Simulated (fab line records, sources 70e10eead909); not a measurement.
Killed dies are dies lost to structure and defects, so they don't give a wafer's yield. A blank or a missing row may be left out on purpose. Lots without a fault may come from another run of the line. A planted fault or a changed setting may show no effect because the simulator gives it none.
fab line records | flow nand_harc
record lots=14 wafers=39 last_day=32
route steps=1302 shown A_DECK1_JOINT@527 A_ONON_D2@562 A_CHANNEL_HOLE_D2@582 END@1302
lots that met no fault: from a run of the same line without faults
start_h: hours from the record's first day to the start of the lot's first wafer shown | wait_h: hours since the lot's step before | " the same as in the row above | L1.1+2: a row that stands for several wafers | - no value, or no start given | * or withheld: withheld | < > ~ a bound
route shown NAME@n: a module of which the file shows steps, and the number in the route of the first | usual: mean/standard deviation of fault-free wafers | same: alike in all rows | chamber/n: place in a boat | sites: the reading at each site | _std_site: their standard deviation | _edge_site: outer sites' mean less inner sites' | radius_mm: how far each site lies from the wafer's centre | mask NAME#n: copy n | behind: the tool/chamber that last shaped the wafer | hold: why the lot was held/for how many hours/how that ended | device: the transistor (n, p or np) that didn't switch | end of line: the same wafers' tests at the end of the route | a step without rows: its recipe alone | killed: dies lost to structure and defects at the first sort, not the wafer's yield | map: a wafer's dies, x killed, . not, _ none there
set.NAME: the setting as run; set.NAME@STEP: as run at that earlier step | model.NAME: the simulator's own value behind a step, which no gauge read
steps of the route over a sample of lots; a table a step, a row a wafer
services: from which hour (start_h, from the record's first day; less than 0 if before it) a tool's chamber was out of use, for how many hours, and why
## steps
# step NHARC_A_DECK1_JOINT_CMP_13
# recipe target_thk_nm=51.023
# usual motor_current_A=11.8/1.4 slurry_filter_dp_kPa=13.50/0.13 slurry_flow_ml_min=150.0/0.46 time_to_endpoint_s=8.8/2.5
# columns lot.wafer tool chamber start_h wait_h motor_current_A slurry_filter_dp_kPa slurry_flow_ml_min time_to_endpoint_s
L753.3 cmp-03 2 261.01 0.4 11.0 13.38 150.2 7.3
L753.6 " 3 " " 13.1 13.41 150.3 10.6
L753.5 " 0 " " 10.3 13.31 149.7 7.9
L752.1 cmp-02 1 263.72 0.4 10.9 13.50 149.1 13.4
L752.4 " 2 " " 11.7 13.56 150.0 6.2
L752.6 " 1 " " 10.9 13.57 149.7 12.1
L754.3 cmp-02 3 270.82 0.4 11.7 13.54 150.2 10.8
L754.6 " 2 " " 11.4 13.63 150.2 8.6
L754.5 " 3 " " 12.5 13.46 151.0 11.0
L756.4 cmp-01 1 282.49 0.4 10.8 13.48 150.1 7.0
L756.5 " 0 " " 11.3 13.34 149.9 8.4
L756.6 " 1 " " 10.9 13.55 150.1 7.0
L755.3 cmp-02 3 293.46 0.4 12.2 13.43 149.0 9.6
L755.2 " 1 " " 10.9 13.61 149.8 9.4
L755.5 " 3 " " 11.9 13.49 149.6 11.7
L759.3 cmp-03 3 319.35 0.4 12.5 13.76 149.5 8.2
L759.1 " 0 " " 10.4 13.67 149.6 8.1
L759.2 " 1 " " 10.9 13.51 149.4 4.1
L762.4 cmp-01 1 353.30 0.4 10.7 13.56 149.8 8.1
L762.3 " 2 " " 11.0 13.59 150.3 5.1
L762.5 " 3 " " 12.4 13.20 148.9 7.4
L764.2 cmp-02 0 356.97 0.4 15.4 13.64 150.1 11.5
L764.6 " 1 " " 10.7 13.34 151.0 11.9
L764.5 " 2 " " 11.3 13.72 150.3 3.4
L766.3 cmp-02 0 389.03 0.4 14.7 13.36 150.3 8.6
L766.4 " 2 " " 11.4 13.47 150.9 4.5
L766.6 " 3 " " 12.2 13.45 150.2 6.2
L768.2 cmp-01 0 410.14 0.4 11.3 13.60 150.0 11.9
L768.3 " 3 " " 12.9 13.48 149.8 6.9
L769.3 cmp-03 1 425.33 0.4 11.3 13.65 149.5 7.5
L769.2 " 2 " " 10.6 13.55 150.2 7.0
L771.2 cmp-02 3 434.23 0.4 12.3 13.49 149.8 9.4
L771.5 " 1 " " 11.1 13.75 150.5 8.1
L773.2 cmp-02 2 454.96 0.4 11.4 13.48 148.9 7.2
L773.1 " 3 " " 11.5 13.45 149.9 7.8
L773.3 " 0 " " 15.4 13.59 149.9 12.2
L774.4 cmp-03 2 468.50 0.4 10.8 13.41 150.3 9.1
L774.1 " 3 " " 12.9 13.73 149.8 11.3
L774.3 " 0 " " 10.3 13.65 149.6 9.3
# step NHARC_A_DECK1_JOINT_CMP_02
# recipe material=SiOx
# usual motor_current_A=11.7/1.3 slurry_filter_dp_kPa=13.51/0.13 slurry_flow_ml_min=150.1/0.56
# columns lot.wafer tool chamber start_h wait_h motor_current_A slurry_filter_dp_kPa slurry_flow_ml_min
L752.1 cmp-02 1 282.23 0.4 11.6 13.62 150.4
L752.4 " 2 " " 11.3 13.60 150.3
L752.6 " 0 " " 14.1 13.66 150.5
L753.3 cmp-03 2 282.26 0.4 10.9 13.52 149.6
L753.6 " 0 " " 10.4 13.49 150.7
L753.5 " 1 " " 11.5 13.30 148.7
L754.3 cmp-01 3 297.13 0.4 11.7 13.59 150.1
L754.5 " 2 " " 11.0 13.34 150.9
L754.6 " 3 " " 12.3 13.48 150.4
L756.4 cmp-01 2 314.34 0.4 10.9 13.61 149.9
L756.6 " 3 " " 12.2 13.41 149.3
L756.5 " 0 " " 10.5 13.72 149.6
L755.3 cmp-02 1 318.31 0.4 11.6 13.31 150.6
L755.2 " 3 " " 12.2 13.59 149.8
L755.5 " 1 " " 11.0 13.68 149.9
L759.3 cmp-03 1 345.30 0.4 11.3 13.47 149.8
L759.1 " 2 " " 10.6 13.69 151.0
L759.2 " 3 " " 13.2 13.68 149.0
L762.3 cmp-01 2 377.20 0.4 11.5 13.63 150.0
L762.4 " 1 " " 11.3 13.46 149.0
L762.5 " 2 " " 10.5 13.47 150.0
L764.2 cmp-02 3 377.27 0.4 11.7 13.56 150.4
L764.6 " 0 " " 15.2 13.47 149.7
L764.5 " 1 " " 10.8 13.68 150.4
L766.4 cmp-03 3 417.99 0.4 12.3 13.54 149.9
L766.3 " 0 " " 11.1 13.41 150.8
L766.6 " 2 " " 11.2 13.36 150.8
L768.2 cmp-03 2 432.42 0.4 11.2 13.49 150.3
L768.3 " 0 " " 10.3 13.66 150.3
L769.3 cmp-02 3 447.06 0.4 12.2 13.59 149.9
L769.2 " 0 " " 15.0 13.73 150.3
L771.2 cmp-01 3 461.53 0.4 11.5 13.40 149.9
L771.5 " 1 " " 10.8 13.51 150.2
L773.1 cmp-02 0 484.16 0.4 15.5 13.43 148.8
L773.3 " 1 " " 11.3 13.56 150.8
L773.2 " 3 " " 12.0 13.43 151.1
L774.4 cmp-02 1 491.03 0.4 11.0 13.51 149.3
L774.3 " 2 " " 11.1 13.56 150.2
L774.1 " 3 " " 11.7 13.24 151.2
# step NHARC_A_ONON_D2_DEP_25
# recipe target_thk_a=10000 n2_flow_sccm=2750 n2o_flow_sccm=2000 nh3_flow_sccm=500 sih4_flow_sccm=210 temp_c=400
# columns lot.wafer tool chamber start_h wait_h
L752.1+4+6 pecvd_onon-01 0 294.28 0.1
L753.3+5+6 pecvd_onon-04 0 294.42 0.2
L754.3+5+6 pecvd_onon-01 0 313.44 0.2
L755.2+3+5 pecvd_onon-04 0 328.55 0.1
L756.4+5+6 pecvd_onon-02 0 328.63 0.2
L759.1+2+3 pecvd_onon-04 0 357.33 0.1
L764.2+5+6 pecvd_onon-01 0 386.91 0.1
L762.3+4+5 pecvd_onon-04 0 391.30 0.2
L766.3+4+6 pecvd_onon-04 0 430.58 0.2
L768.2+3 pecvd_onon-04 0 444.58 0.1
L769.2+3 pecvd_onon-04 0 459.82 0.1
L771.2+5 pecvd_onon-04 0 473.81 0.1
L773.1+2+3 pecvd_onon-01 0 496.28 0.1
L774.1+3+4 pecvd_onon-01 0 503.13 0.1
# step NHARC_A_ONON_D2_THK_MEAS_27
# recipe thk_meas_gauge=ellipsometry
# usual thk_nm=998/8.5
# columns lot.wafer tool chamber start_h wait_h thk_nm
L752.1 film_metro-01 - 294.78 - 998
L752.4 " - " " 999
L752.6 " - " " 998
L753.3 film_metro-01 - 294.82 - 997
L753.5 " - " " 997
L753.6 " - " " 997
L754.3 film_metro-01 - 313.83 - 995
L754.5 " - " " 996
L754.6 " - " " 997
L756.4 film_metro-02 - 328.97 - 1004
L756.5 " - " " 1003
L756.6 " - " " 1004
L755.2 film_metro-01 - 329.03 - 995
L755.3 " - " " 995
L755.5 " - " " 997
L759.1 film_metro-02 - 357.87 - 992
L759.2 " - " " 989
L759.3 " - " " 991
L764.2 film_metro-01 - 387.37 - 998
L764.5 " - " " 997
L764.6 " - " " 998
L762.3 film_metro-02 - 391.69 - 995
L762.4 " - " " 996
L762.5 " - " " 995
L766.3 film_metro-01 - 430.97 - 1006
L766.4 " - " " 1005
L766.6 " - " " 1005
L768.2 film_metro-01 - 445.04 - 1557
L768.3 " - " " 1556
L769.2 film_metro-02 - 460.27 - 1541
L769.3 " - " " 1542
L771.2 film_metro-01 - 474.26 - 1550
L771.5 " - " " 999
L773.1 film_metro-01 - 496.79 - 1005
L773.2 " - " " 1005
L773.3 " - " " 1005
L774.1 film_metro-01 - 503.65 - 1003
L774.3 " - " " 1003
L774.4 " - " " 1002
# step NHARC_A_CHANNEL_HOLE_D2_CD_MEAS_10
# recipe target_cd_nm=100 landing_energy_ev=500
# usual cd_nm=100.1/0.73
# columns lot.wafer tool chamber start_h wait_h cd_nm
L752.1 cd_sem-03 0 298.59 - 100.1
L752.4 " 0 " " 99.6
L752.6 " 0 " " 100.0
L753.3 cd_sem-02 0 298.75 - 99.4
L753.5 " 0 " " 100.2
L753.6 " 0 " " 99.2
L754.3 cd_sem-03 0 317.90 - 100.8
L754.5 " 0 " " 101.2
L754.6 " 0 " " 99.5
L756.4 cd_sem-03 0 332.76 - 99.5
L756.5 " 0 " " 101.6
L756.6 " 0 " " 100.0
L755.2 cd_sem-02 0 333.36 - 101.0
L755.3 " 0 " " 100.2
L755.5 " 0 " " 100.3
L759.1 cd_sem-03 0 361.89 - 99.5
L759.2 " 0 " " 99.8
L759.3 " 0 " " 101.2
L764.2 cd_sem-02 0 395.23 - 99.6
L764.5 " 0 " " 101.6
L764.6 " 0 " " 100.3
L762.3 cd_sem-03 0 396.94 - 99.4
L762.4 " 0 " " 100.5
L762.5 " 0 " " 99.8
L766.3 cd_sem-02 0 435.54 - 101.4
L766.4 " 0 " " 101.0
L766.6 " 0 " " 100.0
L771.5 cd_sem-01 0 479.33 - 99.6
L773.1 cd_sem-01 0 502.79 - 99.0
L773.2 " 0 " " 100.2
L773.3 " 0 " " 100.1
L774.1 cd_sem-03 0 509.72 - 99.2
L774.3 " 0 " " 99.7
L774.4 " 0 " " 99.7
# step NHARC_END_SORT_01
# recipe temp_c=25
# usual killed_at_array=55/19 killed_at_other=0.9/1.4 killed_at_periphery=3.8/2.9 killed_dies=60/19 killed_open=3.3/1.8 killed_short=2.6/1.6
# same gross_dies=677
# columns lot.wafer tool chamber start_h wait_h killed_at_array killed_at_other killed_at_periphery killed_dies killed_open killed_short
L768.2 prober-02 0 716.90 2.8 675 0 2 677 3 6
L768.3 prober-02 0 717.68 3.1 673 0 4 677 5 3
L769.2 prober-02 0 735.82 2.8 675 0 2 677 1 3
L769.3 prober-02 0 736.61 3.1 674 1 2 677 1 3
L771.2 prober-01 0 747.93 2.8 676 0 1 677 2 3
L771.5 prober-01 0 750.36 3.7 57 1 0 58 5 0
# killed by level:class
L768.2 A_ONON_D2:area_dep=585 A_CHANNEL_HOLE_D1:chamber_film_flake=32 A_SLIT:chamber_film_flake=19 A_CHANNEL_HOLE_D2:chamber_film_flake=18 A_CONTACT:chamber_film_flake=10 P_M0:geometric_particle:short=1 A_ONON_D1:geometric_particle:short=1 A_CHANNEL_HOLE_D1:geometric_particle:short=1
L768.3 A_ONON_D2:area_dep=603 A_CHANNEL_HOLE_D1:chamber_film_flake=29 A_SLIT:chamber_film_flake=15 A_CHANNEL_HOLE_D2:chamber_film_flake=9 A_CONTACT:chamber_film_flake=6 P_CONTACT:geometric_particle:open=2 A_WL_FILL:geometric_particle:short=2 A_BLC:geometric_particle:open=2
L769.2 A_ONON_D2:area_dep=630 A_CHANNEL_HOLE_D2:chamber_film_flake=25 A_CHANNEL_HOLE_D1:chamber_film_flake=6 A_SLIT:chamber_film_flake=4 A_WL_FILL:geometric_particle:short=2 A_CONTACT:chamber_film_flake=2 A_CHANNEL_FILL_D1:geometric_particle:short=1 A_DECK1_JOINT:geometric_particle:open=1
L769.3 A_ONON_D2:area_dep=635 A_CHANNEL_HOLE_D2:chamber_film_flake=13 A_CHANNEL_HOLE_D1:chamber_film_flake=8 A_SLIT:chamber_film_flake=7 A_CHANNEL_FILL_D1:chamber_film_flake=2 A_STAIRCASE:chamber_film_flake=2 P_CONTACT:geometric_particle:open=1 A_CHANNEL_FILL_D1:geometric_particle:short=1
L771.2 A_ONON_D2:area_dep=612 A_CHANNEL_HOLE_D2:chamber_film_flake=25 A_CHANNEL_HOLE_D1:chamber_film_flake=11 A_CONTACT:chamber_film_flake=8 A_STAIRCASE:chamber_film_flake=7 A_SLIT:chamber_film_flake=6 A_WL_FILL:chamber_film_flake=2 P_M0:geometric_particle:short=1
L771.5 A_CHANNEL_HOLE_D2:chamber_film_flake=19 A_CHANNEL_HOLE_D1:chamber_film_flake=14 A_STAIRCASE:chamber_film_flake=7 A_CONTACT:chamber_film_flake=6 A_SLIT:chamber_film_flake=5 A_CHANNEL_FILL_D2:geometric_particle:open=2 A_SOURCE_PLATE:geometric_particle:open=1 A_WL_FILL:geometric_particle:open=1
## services
# columns tool chamber start_h hours kind
cmp-02 - 258.34 2.0 repair
cmp-01 - 262.57 2.6 repair
pecvd_onon-01 - 269.40 13.0 pm
cmp-03 - 272.63 4.0 pm
cmp-03 - 278.36 1.0 repair
cmp-01 - 285.71 4.0 pm
cmp-03 - 301.44 0.4 repair
pecvd_onon-04 - 312.91 13.0 pm
cmp-02 - 330.59 4.0 pm
cmp-03 - 339.98 2.3 repair
cmp-03 - 370.63 4.0 pm
cmp-03 - 377.90 5.3 repair
cmp-01 - 383.71 4.0 pm
cmp-02 - 397.16 0.5 repair
cmp-01 - 406.12 2.5 repair
cmp-02 - 428.59 4.0 pm
cmp-03 - 437.82 1.6 repair
pecvd_onon-01 - 450.40 13.0 pm
cmp-02 - 465.44 1.9 repair
cmp-02 - 467.47 0.8 repair
cmp-03 - 468.63 4.0 pm
cmp-01 - 472.38 5.8 repair
cmp-01 - 481.71 4.0 pm
pecvd_onon-04 - 493.91 13.0 pm
## key
first_sign step=NHARC_A_ONON_D2_THK_MEAS_27 reading=thk_nm direction=up sigmas=65 usual=998 struck=1549
effect step=NHARC_END_SORT_01 reading=killed_dies direction=up sigmas=33 usual=60 struck=677
more_kills_born_at NHARC_A_ONON_D2_DEP_25@pecvd_onon-04=3065
met_at NHARC_A_ONON_D2_DEP_25
struck_lots L768,L769,L771
struck_wafers L768.2,L768.3,L769.2,L769.3,L771.2
later_rows_left_out L768.2,L768.3,L769.2,L769.3,L771.2
tester_left_out L768,L769,L771
not_acting_at NHARC_A_DECK1_JOINT_CMP_13,NHARC_A_DECK1_JOINT_CMP_02,NHARC_A_CHANNEL_HOLE_D2_CD_MEAS_10
onset_between 430.58 444.58
fault kind=process_parameter_drift tool=pecvd_onon-04 chamber=- onset_h=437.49 steps=NHARC_A_ONON_D2_DEP_25 channel=target_thk_a offset=* shape=step end_h=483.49 scope=struck_wafers_only acts_in=* stated=*
# tester_left_out: of these lots the tester's yield and bins aren't shown, on N5 and GAA mostly nor the transistor test; their killed dies are dies lost to structure and defects alone, not to doping, threshold or leakage, so they don't give the yield
# later_rows_left_out: the simulator's readings of these wafers behind a module that went badly wrong aren't trusted and aren't shown, but for the sort
